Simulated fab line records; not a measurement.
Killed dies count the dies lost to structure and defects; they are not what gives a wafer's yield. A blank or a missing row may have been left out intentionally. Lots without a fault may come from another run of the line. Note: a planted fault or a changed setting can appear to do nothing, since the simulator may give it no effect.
8D (eight disciplines) problem report, filled in by code || flow nandHarc || the parts of the form that need people (team, actions taken, sign-off) are left out

## 1. THE ISSUE
thkNm at NHARC_A_ONON_D1_THK_MEAS_05 reads a mean of 643 nm on 4 wafers of 3 lots; wafers without a fault read 1002 nm with a standard deviation of 9.1. Relative to the usual mean, that is a shift of -39 standard deviations.
The step: measures by ellipsometry.
Seen first at day 11 21:49 on filmMetro-02, wafer L635.1. At this step, 44 wafers from 15 lots have a number in the record. By rule, "out" or "out of limits" means more than 4 standard deviations away from the usual mean. All remaining wafers that have a number are taken as sound.

## 2. WHAT IT IS AND WHAT IT IS NOT
{"question": "which readings at this step", "is": "thkNm", "is not": "-"}
{"question": "which lots", "is": "L635, L637, L638", "is not": "L626, L628, L629, L636, L640, L643, L644, L645, L646, L647, L648, L649"}
{"question": "which wafers of those lots", "is": "L635.1, L635.4, L637.1, L638.1", "is not": "L637.3, L637.6, L638.5, L638.6"}
{"question": "read on which gauges", "is": "filmMetro-01, filmMetro-02", "is not": "-"}
{"question": "when", "is": "from day 11 21:49", "is not": "up to then (12 sound wafers); but 28 sound wafers of L637, L638, L640, L643, L644, L645, L646, L647, L648, L649 came after"}

## 3. WHAT RULES OUT EACH SUSPECT
Counting: any tool at a process step up to the reading remains a suspect provided it ran every lot that is out. Sound lots after the first of them don't rule it out here, since some wafers of a struck lot are sound.
- the gauge at NHARC_A_ONON_D1_THK_MEAS_05: ruled out. The wafers that are out were read on 2 gauges (filmMetro-01, filmMetro-02).
- pecvdOnon-03 at NHARC_A_ONON_D1_DEP_03 (target thk 1000 nm): kept. It processed each lot that is out (first: L635, day 11 21:17); up to then, its last sound lot is L629 (day 9 05:15).
Left after counting: pecvdOnon-03 at NHARC_A_ONON_D1_DEP_03.

## 4. THE CAUSE (what the simulator had put in)
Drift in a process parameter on pecvdOnon-03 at NHARC_A_ONON_D1_DEP_03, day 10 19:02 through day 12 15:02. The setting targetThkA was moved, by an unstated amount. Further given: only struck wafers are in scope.
After counting, this tool was the only one left.

## 5. THE CHAIN OF EFFECTS, in route order
Each row: a reading whose mean over the struck wafers that have a number lies more than 3 standard deviations from the usual. Only readings whose record carries a usual standard deviation are examined. hours: median over the lots of the time between each lot's start at the first step of this table that gives one and its start at this step. sigmas: the change, counted in usual standard deviations.
{"hours": 0, "step": "NHARC_A_ONON_D1_THK_MEAS_05", "reading": "thkNm", "usual": "1002 nm", "on struck wafers": 643, "change": -359, "sigmas": -39}
{"hours": 400, "step": "NHARC_END_SORT_01", "reading": "killedAtArray", "usual": 52, "on struck wafers": 666, "change": "+614", "sigmas": "+32"}
{"hours": 400, "step": "NHARC_END_SORT_01", "reading": "killedDies", "usual": 57, "on struck wafers": 677, "change": "+620", "sigmas": "+33"}

## 6. HOW IT WOULD HAVE BEEN CAUGHT EARLIER
Counted from the fault's start at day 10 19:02, it took 27 hours until the first out-of-limits reading at a measuring or inspecting step in this record, taken at day 11 21:49.
Lots out: 3; of these, L637, L638 started NHARC_A_ONON_D1_DEP_03 on pecvdOnon-03 after day 11 21:49. A hold on the tool at that time would have spared those 2.
